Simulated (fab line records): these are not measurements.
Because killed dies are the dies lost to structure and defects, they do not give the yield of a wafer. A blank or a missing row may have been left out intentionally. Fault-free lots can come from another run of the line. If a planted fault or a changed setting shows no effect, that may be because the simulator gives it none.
What tool caused it?    flow nand_harc    6 lots, 18 wafers sampled, at 3 steps of a route of 1302

WHAT EACH GAUGE READ, for each wafer
NHARC_P_STI_INSPECT_11.
lot   measured      on                 raw_defect_count
L791  day 3 05:42   defect_inspect-02  5 5 2
L793  day 4 01:10   defect_inspect-01  1 11 6
L796  day 5 11:04   defect_inspect-02  6 5 2
L801  day 7 11:32   defect_inspect-01  2 7 8
L804  day 8 14:56   defect_inspect-02  8 9 7
L808  day 10 09:00  defect_inspect-02  314 338 350

WHAT TOOL EACH LOT RAN ON (gives the tool, then ch and the chambers of the sampled wafers, and finally the start)
lot   NHARC_P_ZERO_WELL_ETCH_65          NHARC_P_STI_OXIDE_29
L791  rie_diel-13 ch 0,1, day 2 07:30    furnace-07 ch 0, day 2 18:21
L793  rie_diel-13 ch 0,1,3, day 3 03:22  furnace-08 ch 0, day 3 13:59
L796  rie_diel-04 ch 0,1,2, day 4 09:29  furnace-08 ch 0, day 4 23:44
L801  rie_diel-13 ch 0,2,3, day 6 11:29  furnace-08 ch 0, day 7 00:09
L804  rie_diel-13 ch 0,1,2, day 7 17:23  furnace-08 ch 0, day 8 03:34
L808  rie_diel-04 ch 1,2,3, day 9 09:34  furnace-08 ch 0, day 9 21:38
- NHARC_P_ZERO_WELL_ETCH_65: etches the open film in N2/H2, target depth 80 nm, overetch 24 nm, time 87.88 s.
- NHARC_P_STI_OXIDE_29: material SiO2, target thk 10 nm, ox time 1362 s.

THE ANSWER, worked out from the rows above alone
Rule: the lots themselves supply what counts as usual. Put in order of their means at a reading, lots are off if they are a third of the lots or fewer, leave a main group of 4 or more, and stand apart from it by a gap of 3 or more times the standard deviation of the main group's means; of several such gaps the widest counts. If all means in a main group match to the digits the tables above print for the reading, that group is not used. Also off: a lot with no number at a reading for which 4 or more lots have one. The other lots that the step has rows for count as sound.
Off, at NHARC_P_STI_INSPECT_11 on raw_defect_count: L808. Mean 5.6 and standard deviation 1.4 in the main group.
If a tool, at a process step before that reading, ran all the lots that are off and no sound lot after the first of them, it fits. Those tools and the gauges at NHARC_P_STI_INSPECT_11 are tried in the same way. Can't be told from this: 3 tools fit, rie_diel-04 at NHARC_P_ZERO_WELL_ETCH_65, furnace-08 at NHARC_P_STI_OXIDE_29, defect_inspect-02 at NHARC_P_STI_INSPECT_11.

WHAT THE SIMULATOR HAD PUT IN
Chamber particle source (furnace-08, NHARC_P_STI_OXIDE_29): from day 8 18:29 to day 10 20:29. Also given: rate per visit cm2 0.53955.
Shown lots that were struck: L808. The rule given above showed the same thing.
